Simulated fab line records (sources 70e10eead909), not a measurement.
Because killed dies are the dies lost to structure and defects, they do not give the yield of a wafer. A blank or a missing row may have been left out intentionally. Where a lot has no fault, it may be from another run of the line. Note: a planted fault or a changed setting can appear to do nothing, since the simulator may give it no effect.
Which of the tools did it? + flow nand harc + Sampling: 24 lots, 72 wafers, 6 of 1159 route steps

## WHAT EACH GAUGE READ, for each wafer
No reading from a measuring or inspecting step in the record can be judged against a usual standard deviation.

## WHICH TOOL RAN EACH LOT (tool, then ch and the chambers of the sampled wafers, then the start)
| lot  | NHARC_A_STAIRCASE_TRIM_198                    | NHARC_A_STAIRCASE_ETCH_203                    | NHARC_A_STAIRCASE_TRIM_224                    | NHARC_A_STAIRCASE_ETCH_236                    | NHARC_A_STAIRCASE_DESCUM_252       | NHARC_A_STAIRCASE_ETCH_253         |
|------|-----------------------------------------------|-----------------------------------------------|-----------------------------------------------|-----------------------------------------------|------------------------------------|------------------------------------|
| L074 | rie diel-04 ch 0,2,3, day 11 18:48 or earlier | rie diel-04 ch 0,2, day 11 18:48 or earlier   | rie diel-03 ch 1,2, day 11 18:48 or earlier   | rie diel-03 ch 0,1, day 11 18:48 or earlier   | rie diel-04 ch 2,3, day 11 18:48   | rie diel-04 ch 1,2,3, day 11 18:54 |
| L075 | rie diel-03 ch 0,1,2, day 11 19:17 or earlier | rie diel-03 ch 1,2,3, day 11 19:17 or earlier | rie diel-04 ch 1,2,3, day 11 19:17 or earlier | rie diel-03 ch 0,1,2, day 11 19:17 or earlier | rie diel-04 ch 2,3, day 11 19:17   | rie diel-04 ch 0,2,3, day 11 19:29 |
| L076 | rie diel-04 ch 0,2,3, day 12 04:15 or earlier | rie diel-04 ch 0,3, day 12 04:15 or earlier   | rie diel-03 ch 2,3, day 12 04:15 or earlier   | rie diel-04 ch 0,1,2, day 12 04:15 or earlier | rie diel-04 ch 0,1,2, day 12 04:15 | rie diel-04 ch 0,2,3, day 12 04:20 |
| L077 | rie diel-04 ch 0,2, day 12 03:54 or earlier   | rie diel-04 ch 2,3, day 12 03:54 or earlier   | rie diel-04 ch 0,3, day 12 03:54 or earlier   | rie diel-09 ch 0,1, day 12 03:54 or earlier   | rie diel-09 ch 1,2,3, day 12 03:54 | rie diel-09 ch 1,3, day 12 03:59   |
| L079 | rie diel-04 ch 0,2, day 12 12:38 or earlier   | rie diel-04 ch 1,2,3, day 12 12:38 or earlier | rie diel-09 ch 0,2,3, day 12 12:38 or earlier | rie diel-04 ch 0,3, day 12 12:38 or earlier   | rie diel-09 ch 0,2, day 12 12:38   | rie diel-09 ch 0,1, day 12 12:43   |
| L078 | rie diel-03 ch 0,1,2, day 12 15:33 or earlier | rie diel-03 ch 0,1,3, day 12 15:33 or earlier | rie diel-04 ch 1,2, day 12 15:33 or earlier   | rie diel-04 ch 0,1, day 12 15:33 or earlier   | rie diel-09 ch 0,3, day 12 15:33   | rie diel-09 ch 1,2, day 12 15:38   |
| L081 | rie diel-04 ch 1,2,3, day 13 00:22 or earlier | rie diel-04 ch 1,2, day 13 00:22 or earlier   | rie diel-04 ch 2,3, day 13 00:22 or earlier   | rie diel-03 ch 0,2,3, day 13 00:22 or earlier | rie diel-09 ch 0,1,3, day 13 00:22 | rie diel-09 ch 1,3, day 13 00:28   |
| L080 | rie diel-09 ch 0,1, day 13 01:38 or earlier   | rie diel-09 ch 2,3, day 13 01:38 or earlier   | rie diel-03 ch 0,1, day 13 01:38 or earlier   | rie diel-03 ch 0,2, day 13 01:38 or earlier   | rie diel-09 ch 0,1, day 13 01:38   | rie diel-09 ch 0,3, day 13 01:46   |
| L084 | rie diel-03 ch 1,2,3, day 13 09:31 or earlier | rie diel-03 ch 0,1,3, day 13 09:31 or earlier | rie diel-09 ch 1,2, day 13 09:31 or earlier   | rie diel-09 ch 0,3, day 13 09:31 or earlier   | rie diel-09 ch 0,2,3, day 13 09:31 | rie diel-09 ch 0,1,2, day 13 09:40 |
| L082 | rie diel-03 ch 1,2,3, day 13 09:43 or earlier | rie diel-03 ch 1,2, day 13 09:43 or earlier   | rie diel-09 ch 1,2, day 13 09:43 or earlier   | rie diel-09 ch 0,2,3, day 13 09:43 or earlier | rie diel-09 ch 0,1,3, day 13 09:43 | rie diel-09 ch 2,3, day 13 09:47   |
| L083 | rie diel-03 ch 0,1, day 13 10:32 or earlier   | rie diel-03 ch 0,1, day 13 10:32 or earlier   | rie diel-03 ch 2,3, day 13 10:32 or earlier   | rie diel-03 ch 1,2,3, day 13 10:32 or earlier | rie diel-03 ch 2,3, day 13 10:32   | rie diel-03 ch 0,1,3, day 13 10:37 |
| L085 | rie diel-04 ch 0,1,2, day 13 19:05 or earlier | rie diel-04 ch 0,1,2, day 13 19:05 or earlier | rie diel-04 ch 0,1, day 13 19:05 or earlier   | rie diel-04 ch 0,2, day 13 19:05 or earlier   | rie diel-04 ch 0,2, day 13 19:05   | rie diel-04 ch 0,1,3, day 13 19:10 |
| L086 | rie diel-09 ch 1,2,3, day 14 21:01 or earlier | rie diel-09 ch 0,2,3, day 14 21:01 or earlier | rie diel-03 ch 3, day 14 21:01 or earlier     | rie diel-03 ch 3, day 14 21:01 or earlier     | rie diel-03 ch 1,3, day 14 21:01   | rie diel-03 ch 1, day 14 21:10     |
| L087 | rie diel-04 ch 1,2,3, day 14 23:56 or earlier | rie diel-04 ch 0,1,3, day 14 23:56 or earlier | rie diel-09 ch 1,2,3, day 14 23:56 or earlier | rie diel-04 ch 1,2,3, day 14 23:56 or earlier | rie diel-03 ch 1,3, day 14 23:56   | rie diel-03 ch 1,3, day 15 00:28   |
| L088 | rie diel-03 ch 1,3, day 15 00:07              | rie diel-03 ch 1,3, day 15 07:44 or earlier   | rie diel-09 ch 0,2,3, day 15 07:44 or earlier | rie diel-09 ch 0,2,3, day 15 07:44 or earlier | rie diel-04 ch 0,2,3, day 15 07:44 | rie diel-04 ch 2,3, day 15 07:49   |
| L089 | rie diel-03 ch 1,3, day 15 00:20              | rie diel-03 ch 1,3, day 15 08:02 or earlier   | rie diel-04 ch 1,3, day 15 08:02 or earlier   | rie diel-04 ch 0,3, day 15 08:02 or earlier   | rie diel-04 ch 1,2, day 15 08:02   | rie diel-04 ch 1,3, day 15 08:07   |
| L090 | rie diel-04 ch 0,3, day 15 13:03 or earlier   | rie diel-04 ch 1,2, day 15 13:03 or earlier   | rie diel-04 ch 1,2,3, day 15 13:03 or earlier | rie diel-09 ch 0,2, day 15 13:03 or earlier   | rie diel-03 ch 1,2,3, day 15 13:03 | rie diel-03 ch 1,2, day 15 13:08   |
| L091 | rie diel-03 ch 1,2,3, day 15 13:11 or earlier | rie diel-03 ch 1,2,3, day 15 13:11 or earlier | rie diel-04 ch 0,3, day 15 13:11 or earlier   | rie diel-04 ch 1,3, day 15 13:11 or earlier   | rie diel-03 ch 1,2,3, day 15 13:11 | rie diel-03 ch 1,2,3, day 15 13:18 |
| L092 | rie diel-04 ch 0,1,2, day 15 21:05 or earlier | rie diel-04 ch 0,1,3, day 15 21:05 or earlier | rie diel-04 ch 0,2,3, day 15 21:05 or earlier | rie diel-04 ch 0,1,3, day 15 21:05 or earlier | rie diel-04 ch 0,1,2, day 15 21:05 | rie diel-04 ch 0,2,3, day 15 21:11 |
| L096 | rie diel-03 ch 1,2,3, day 16 11:27 or earlier | rie diel-03 ch 1,2, day 16 11:27 or earlier   | rie diel-09 ch 0,2,3, day 16 11:27 or earlier | rie diel-09 ch 0,2,3, day 16 11:27 or earlier | rie diel-09 ch 1,3, day 16 11:27   | rie diel-09 ch 0,1,2, day 16 11:35 |
| L095 | rie diel-03 ch 2,3, day 16 11:13 or earlier   | rie diel-03 ch 2,3, day 16 11:13 or earlier   | rie diel-04 ch 0,1,3, day 16 11:13 or earlier | rie diel-04 ch 0,3, day 16 11:13 or earlier   | rie diel-09 ch 0,2,3, day 16 11:13 | rie diel-09 ch 1,2, day 16 11:17   |
| L093 | rie diel-03 ch 1,3, day 16 14:15 or earlier   | rie diel-03 ch 1,2,3, day 16 14:15 or earlier | rie diel-04 ch 0,1,2, day 16 14:15 or earlier | rie diel-09 ch 1,2,3, day 16 14:15 or earlier | rie diel-04 ch 2,3, day 16 14:15   | rie diel-04 ch 0,2, day 16 14:23   |
| L094 | rie diel-03 ch 1,2, day 16 17:16 or earlier   | rie diel-03 ch 2,3, day 16 17:16 or earlier   | rie diel-03 ch 1,2,3, day 16 17:16 or earlier | rie diel-03 ch 1,2, day 16 17:16 or earlier   | rie diel-09 ch 1,2, day 16 17:16   | rie diel-09 ch 0,2,3, day 16 17:22 |
| L097 | rie diel-09 ch 2,3, day 17 02:05 or earlier   | rie diel-09 ch 0,2,3, day 17 02:05 or earlier | rie diel-04 ch 1,3, day 17 02:05 or earlier   | rie diel-09 ch 0,1,2, day 17 02:05 or earlier | rie diel-03 ch 2,3, day 17 02:05   | rie diel-03 ch 1,3, day 17 02:26   |
- NHARC_A_STAIRCASE_TRIM_198: chemistry O2, time 211.2 s.
- NHARC_A_STAIRCASE_ETCH_203: etches the open film in C4F8/O2, target depth 100 nm, time 40.5 s.
- NHARC_A_STAIRCASE_TRIM_224: chemistry O2, time 211.2 s.
- NHARC_A_STAIRCASE_ETCH_236: etches the open film in C4F8/O2, target depth 100 nm, time 40.5 s.
- NHARC_A_STAIRCASE_DESCUM_252: chemistry O2, time 3 s.
- NHARC_A_STAIRCASE_ETCH_253: etches the open film in C4F8/O2, target depth 50 nm, time 20.2 s.

## AS READ BY THE TOOLS THEMSELVES (means over the sampled wafers that have a number; for cases with no such wafer, the mark the record gives instead)
NHARC_A_STAIRCASE_TRIM_198. Usual: drypump motor current A 5.4 A, standard deviation 0.48; oes product au 1.002 a.u., standard deviation 0.011; rf vpp V 57.7 V, standard deviation 0.98; showerhead plenum p Torr 3.54 Torr, standard deviation 0.17; throttle valve pct 17.036 %, standard deviation 0.0093.
| lot  | tool        | drypump motor current A (A) | oes product au (a.u.) | rf vpp V (V) | showerhead plenum p Torr (Torr) | throttle valve pct (%) | flag |
|------|-------------|-----------------------------|-----------------------|--------------|---------------------------------|------------------------|------|
| L074 | rie diel-04 | 5.9                         | 1.005                 | 56.8         | 3.45                            | 17.038                 |      |
| L075 | rie diel-03 | 5.2                         | 0.999                 | 57.9         | 3.69                            | 17.031                 |      |
| L076 | rie diel-04 | 5.9                         | 1.010                 | 56.9         | 3.45                            | 17.042                 |      |
| L077 | rie diel-04 | 5.7                         | 1.009                 | 57.2         | 3.50                            | 17.025                 |      |
| L079 | rie diel-04 | 5.7                         | 1.011                 | 57.6         | 3.56                            | 17.033                 |      |
| L078 | rie diel-03 | 5.2                         | 0.994                 | 58.1         | 3.68                            | 17.032                 |      |
| L081 | rie diel-04 | 5.7                         | 1.006                 | 57.6         | 3.42                            | 17.039                 |      |
| L080 | rie diel-09 | 5.5                         | 1.001                 | 56.5         | 3.42                            | 17.037                 |      |
| L084 | rie diel-03 | 5.1                         | 0.999                 | 57.8         | 3.59                            | 17.037                 |      |
| L082 | rie diel-03 | 5.1                         | 1.000                 | 58.1         | 3.59                            | 17.038                 |      |
| L083 | rie diel-03 | 5.1                         | 1.011                 | 58.9         | 3.65                            | 17.036                 |      |
| L085 | rie diel-04 | 5.5                         | 1.011                 | 57.7         | 3.47                            | 17.032                 |      |
| L086 | rie diel-09 | 5.4                         | 1.003                 | 57.9         | 3.54                            | 17.045                 |      |
| L087 | rie diel-04 | 5.7                         | 1.013                 | 57.3         | 3.59                            | 17.037                 |      |
| L088 | rie diel-03 | 4.9                         | 1.004                 | 57.7         | 3.55                            | 17.042                 |      |
| L089 | rie diel-03 | 4.9                         | 1.002                 | 57.2         | 3.55                            | 17.036                 |      |
| L090 | rie diel-04 | 6.1                         | 1.009                 | 57.7         | 3.68                            | 17.027                 |      |
| L091 | rie diel-03 | 5.1                         | 1.004                 | 57.7         | 3.58                            | 17.042                 |      |
| L092 | rie diel-04 | 5.5                         | 0.998                 | 57.6         | 3.46                            | 17.039                 |      |
| L096 | rie diel-03 | 5.1                         | 0.991                 | 58.3         | 3.57                            | 17.038                 |      |
| L095 | rie diel-03 | 5.3                         | 0.998                 | 57.4         | 3.45                            | 17.033                 |      |
| L093 | rie diel-03 | 5.1                         | 1.002                 | 57.1         | 3.42                            | 17.041                 |      |
| L094 | rie diel-03 | 5.0                         | 0.997                 | 57.1         | 3.72                            | 17.029                 |      |
| L097 | rie diel-09 | 5.6                         | 0.999                 | 58.2         | 3.66                            | 17.035                 |      |

NHARC_A_STAIRCASE_ETCH_203. Usual: oes product au 0.945 a.u., standard deviation 0.012; rf vpp V 896 V, standard deviation 6.3.
| lot  | tool        | oes product au (a.u.) | rf vpp V (V) | flag |
|------|-------------|-----------------------|--------------|------|
| L074 | rie diel-04 | 0.953                 | 897          |      |
| L075 | rie diel-03 | 0.951                 | 898          |      |
| L076 | rie diel-04 | 0.941                 | 891          |      |
| L077 | rie diel-04 | 0.953                 | 895          |      |
| L079 | rie diel-04 | 0.946                 | 892          |      |
| L078 | rie diel-03 | 0.940                 | 896          |      |
| L081 | rie diel-04 | 0.964                 | 893          |      |
| L080 | rie diel-09 | 0.964                 | 902          |      |
| L084 | rie diel-03 | 0.936                 | 896          |      |
| L082 | rie diel-03 | 0.948                 | 904          |      |
| L083 | rie diel-03 | 0.944                 | 900          |      |
| L085 | rie diel-04 | 0.957                 | 893          |      |
| L086 | rie diel-09 | 0.949                 | 900          |      |
| L087 | rie diel-04 | 0.952                 | 896          |      |
| L088 | rie diel-03 | 0.944                 | 897          |      |
| L089 | rie diel-03 | 0.937                 | 892          |      |
| L090 | rie diel-04 | 0.953                 | 895          |      |
| L091 | rie diel-03 | 0.944                 | 897          |      |
| L092 | rie diel-04 | 0.960                 | 896          |      |
| L096 | rie diel-03 | 0.935                 | 902          |      |
| L095 | rie diel-03 | 0.937                 | 892          |      |
| L093 | rie diel-03 | 0.936                 | 898          |      |
| L094 | rie diel-03 | 0.935                 | 893          |      |
| L097 | rie diel-09 | 0.933                 | 899          |      |

NHARC_A_STAIRCASE_TRIM_224. Usual: drypump motor current A 5.6 A, standard deviation 0.44; oes product au 1.004 a.u., standard deviation 0.0099; rf vpp V 57.8 V, standard deviation 0.88; showerhead plenum p Torr 3.54 Torr, standard deviation 0.17; throttle valve pct 17.037 %, standard deviation 0.0085.
| lot  | tool        | drypump motor current A (A) | oes product au (a.u.) | rf vpp V (V) | showerhead plenum p Torr (Torr) | throttle valve pct (%) | flag |
|------|-------------|-----------------------------|-----------------------|--------------|---------------------------------|------------------------|------|
| L074 | rie diel-03 | 4.9                         | 1.006                 | 57.7         | 3.72                            | 17.040                 |      |
| L075 | rie diel-04 | 5.7                         | 1.007                 | 58.1         | 3.42                            | 17.043                 |      |
| L076 | rie diel-03 | 5.2                         | 1.000                 | 57.9         | 3.61                            | 17.036                 |      |
| L077 | rie diel-04 | 6.1                         | 0.996                 | 58.0         | 3.34                            | 17.042                 |      |
| L079 | rie diel-09 | 5.9                         | 0.995                 | 57.6         | 3.66                            | 17.037                 |      |
| L078 | rie diel-04 | 5.3                         | 1.009                 | 57.1         | 3.45                            | 17.034                 |      |
| L081 | rie diel-04 | 5.9                         | 0.995                 | 57.8         | 3.49                            | 17.037                 |      |
| L080 | rie diel-03 | 5.1                         | 1.010                 | 57.9         | 3.65                            | 17.030                 |      |
| L084 | rie diel-09 | 5.4                         | 1.013                 | 57.7         | 3.53                            | 17.033                 |      |
| L082 | rie diel-09 | 5.4                         | 1.011                 | 57.0         | 3.53                            | 17.033                 |      |
| L083 | rie diel-03 | 5.2                         | 0.998                 | 58.7         | 3.61                            | 17.036                 |      |
| L085 | rie diel-04 | 5.3                         | 1.009                 | 57.9         | 3.39                            | 17.037                 |      |
| L086 | rie diel-03 | 5.3                         | 0.999                 | 56.8         | 3.31                            | 17.039                 |      |
| L087 | rie diel-09 | 5.4                         | 1.004                 | 58.0         | 3.54                            | 17.039                 |      |
| L088 | rie diel-09 | 5.9                         | 0.999                 | 57.7         | 3.64                            | 17.028                 |      |
| L089 | rie diel-04 | 5.9                         | 1.007                 | 57.8         | 3.65                            | 17.034                 |      |
| L090 | rie diel-04 | 5.7                         | 1.014                 | 58.3         | 3.58                            | 17.037                 |      |
| L091 | rie diel-04 | 5.9                         | 1.005                 | 58.1         | 3.55                            | 17.049                 |      |
| L092 | rie diel-04 | 5.9                         | 1.009                 | 57.5         | 3.61                            | 17.028                 |      |
| L096 | rie diel-09 | 5.9                         | 0.995                 | 59.2         | 3.63                            | 17.043                 |      |
| L095 | rie diel-04 | 5.7                         | 1.009                 | 57.1         | 3.52                            | 17.029                 |      |
| L093 | rie diel-04 | 5.5                         | 1.009                 | 57.3         | 3.46                            | 17.033                 |      |
| L094 | rie diel-03 | 5.1                         | 0.995                 | 57.7         | 3.57                            | 17.029                 |      |
| L097 | rie diel-04 | 5.5                         | 1.016                 | 58.6         | 3.50                            | 17.039                 |      |

NHARC_A_STAIRCASE_ETCH_236. Usual: oes product au 0.944 a.u., standard deviation 0.013; rf vpp V 896 V, standard deviation 6.2.
| lot  | tool        | oes product au (a.u.) | rf vpp V (V) | flag |
|------|-------------|-----------------------|--------------|------|
| L074 | rie diel-03 | 0.919                 | 899          |      |
| L075 | rie diel-03 | 0.937                 | 901          |      |
| L076 | rie diel-04 | 0.951                 | 894          |      |
| L077 | rie diel-09 | 0.941                 | 893          |      |
| L079 | rie diel-04 | 0.959                 | 890          |      |
| L078 | rie diel-04 | 0.964                 | 892          |      |
| L081 | rie diel-03 | 0.922                 | 896          |      |
| L080 | rie diel-03 | 0.933                 | 900          |      |
| L084 | rie diel-09 | 0.940                 | 901          |      |
| L082 | rie diel-09 | 0.938                 | 900          |      |
| L083 | rie diel-03 | 0.949                 | 898          |      |
| L085 | rie diel-04 | 0.961                 | 896          |      |
| L086 | rie diel-03 | 0.932                 | 888          |      |
| L087 | rie diel-04 | 0.955                 | 899          |      |
| L088 | rie diel-09 | 0.945                 | 899          |      |
| L089 | rie diel-04 | 0.946                 | 902          |      |
| L090 | rie diel-09 | 0.931                 | 900          |      |
| L091 | rie diel-04 | 0.953                 | 900          |      |
| L092 | rie diel-04 | 0.950                 | 896          |      |
| L096 | rie diel-09 | 0.956                 | 900          |      |
| L095 | rie diel-04 | 0.949                 | 902          |      |
| L093 | rie diel-09 | 0.928                 | 897          |      |
| L094 | rie diel-03 | 0.950                 | 902          |      |
| L097 | rie diel-09 | 0.951                 | 895          |      |

NHARC_A_STAIRCASE_DESCUM_252. Usual: drypump motor current A 5.5 A, standard deviation 0.48; oes product au 1.004 a.u., standard deviation 0.0092; rf vpp V 57.8 V, standard deviation 0.83; showerhead plenum p Torr 1.92 Torr, standard deviation 0.096; throttle valve pct 11.311 %, standard deviation 0.0092.
| lot  | tool        | drypump motor current A (A) | oes product au (a.u.) | rf vpp V (V) | showerhead plenum p Torr (Torr) | throttle valve pct (%) | flag |
|------|-------------|-----------------------------|-----------------------|--------------|---------------------------------|------------------------|------|
| L074 | rie diel-04 | 5.9                         | 1.010                 | 56.9         | 1.90                            | 11.309                 |      |
| L075 | rie diel-04 | 5.9                         | 0.996                 | 58.1         | 1.90                            | 11.315                 |      |
| L076 | rie diel-04 | 5.5                         | 1.014                 | 57.8         | 1.88                            | 11.315                 |      |
| L077 | rie diel-09 | 5.4                         | 1.001                 | 58.6         | 1.93                            | 11.304                 |      |
| L079 | rie diel-09 | 6.1                         | 0.988                 | 57.5         | 1.97                            | 11.312                 |      |
| L078 | rie diel-09 | 5.8                         | 1.004                 | 57.6         | 2.00                            | 11.305                 |      |
| L081 | rie diel-09 | 5.7                         | 1.007                 | 57.8         | 1.92                            | 11.317                 |      |
| L080 | rie diel-09 | 5.9                         | 0.997                 | 57.6         | 1.90                            | 11.306                 |      |
| L084 | rie diel-09 | 5.9                         | 1.006                 | 58.0         | 1.98                            | 11.318                 |      |
| L082 | rie diel-09 | 5.7                         | 0.997                 | 57.9         | 1.92                            | 11.318                 |      |
| L083 | rie diel-03 | 5.3                         | 0.997                 | 56.8         | 1.88                            | 11.308                 |      |
| L085 | rie diel-04 | 5.7                         | 0.997                 | 58.2         | 1.89                            | 11.309                 |      |
| L086 | rie diel-03 | 5.1                         | 1.004                 | 57.7         | 1.86                            | 11.303                 |      |
| L087 | rie diel-03 | 4.9                         | 1.004                 | 58.5         | 1.93                            | 11.307                 |      |
| L088 | rie diel-04 | 5.9                         | 1.003                 | 57.7         | 1.96                            | 11.306                 |      |
| L089 | rie diel-04 | 5.5                         | 1.009                 | 57.4         | 1.90                            | 11.308                 |      |
| L090 | rie diel-03 | 5.1                         | 1.006                 | 57.3         | 1.94                            | 11.317                 |      |
| L091 | rie diel-03 | 5.1                         | 0.997                 | 58.0         | 1.94                            | 11.318                 |      |
| L092 | rie diel-04 | 5.5                         | 1.007                 | 57.7         | 1.87                            | 11.314                 |      |
| L096 | rie diel-09 | 5.4                         | 1.010                 | 58.2         | 1.93                            | 11.311                 |      |
| L095 | rie diel-09 | 5.9                         | 0.992                 | 58.4         | 1.97                            | 11.302                 |      |
| L093 | rie diel-04 | 6.0                         | 1.008                 | 58.4         | 2.03                            | 11.323                 |      |
| L094 | rie diel-09 | 5.2                         | 1.013                 | 57.4         | 1.84                            | 11.319                 |      |
| L097 | rie diel-03 | 5.2                         | 1.000                 | 58.0         | 1.95                            | 11.299                 |      |

NHARC_A_STAIRCASE_ETCH_253. Usual: oes product au 0.948 a.u., standard deviation 0.022; rf vpp V 896 V, standard deviation 6.3.
| lot  | tool        | oes product au (a.u.) | rf vpp V (V) | flag |
|------|-------------|-----------------------|--------------|------|
| L074 | rie diel-04 | 0.946                 | 891          |      |
| L075 | rie diel-04 | 0.945                 | 892          |      |
| L076 | rie diel-04 | 0.931                 | 892          |      |
| L077 | rie diel-09 | 0.976                 | 893          |      |
| L079 | rie diel-09 | 0.959                 | 895          |      |
| L078 | rie diel-09 | 0.981                 | 896          |      |
| L081 | rie diel-09 | 0.929                 | 893          |      |
| L080 | rie diel-09 | 0.927                 | 900          |      |
| L084 | rie diel-09 | 0.955                 | 895          |      |
| L082 | rie diel-09 | 0.950                 | 900          |      |
| L083 | rie diel-03 | 0.917                 | 896          |      |
| L085 | rie diel-04 | 0.946                 | 896          |      |
| L086 | rie diel-03 | 0.963                 | 902          |      |
| L087 | rie diel-03 | 0.935                 | 893          |      |
| L088 | rie diel-04 | 0.981                 | 901          |      |
| L089 | rie diel-04 | 0.976                 | 901          |      |
| L090 | rie diel-03 | 0.927                 | 903          |      |
| L091 | rie diel-03 | 0.925                 | 897          |      |
| L092 | rie diel-04 | 0.978                 | 898          |      |
| L096 | rie diel-09 | 0.940                 | 896          |      |
| L095 | rie diel-09 | 0.922                 | 896          |      |
| L093 | rie diel-04 | 0.931                 | 895          |      |
| L094 | rie diel-09 | 0.971                 | 901          |      |
| L097 | rie diel-03 | 0.928                 | 892          |      |

## THE ANSWER, worked out from the rows above alone
Rule: a lot is off if the mean of its wafers that have a number lies more than 3 standard deviations from the usual mean. A lot without any number at a reading at which 4 lots or more have one is off too. Where the step has rows for the other lots, those lots are counted as sound. After the gauges, taken in route order, come the tools' own readings; for these a lot's mean is taken, as printed above. At the first step where some lot is off, the reading lying furthest off is the one used; lots without a number count as furthest.
No lot is off on any of the readings shown, so nothing can be concluded from this.

## WHAT THE SIMULATOR PUT IN
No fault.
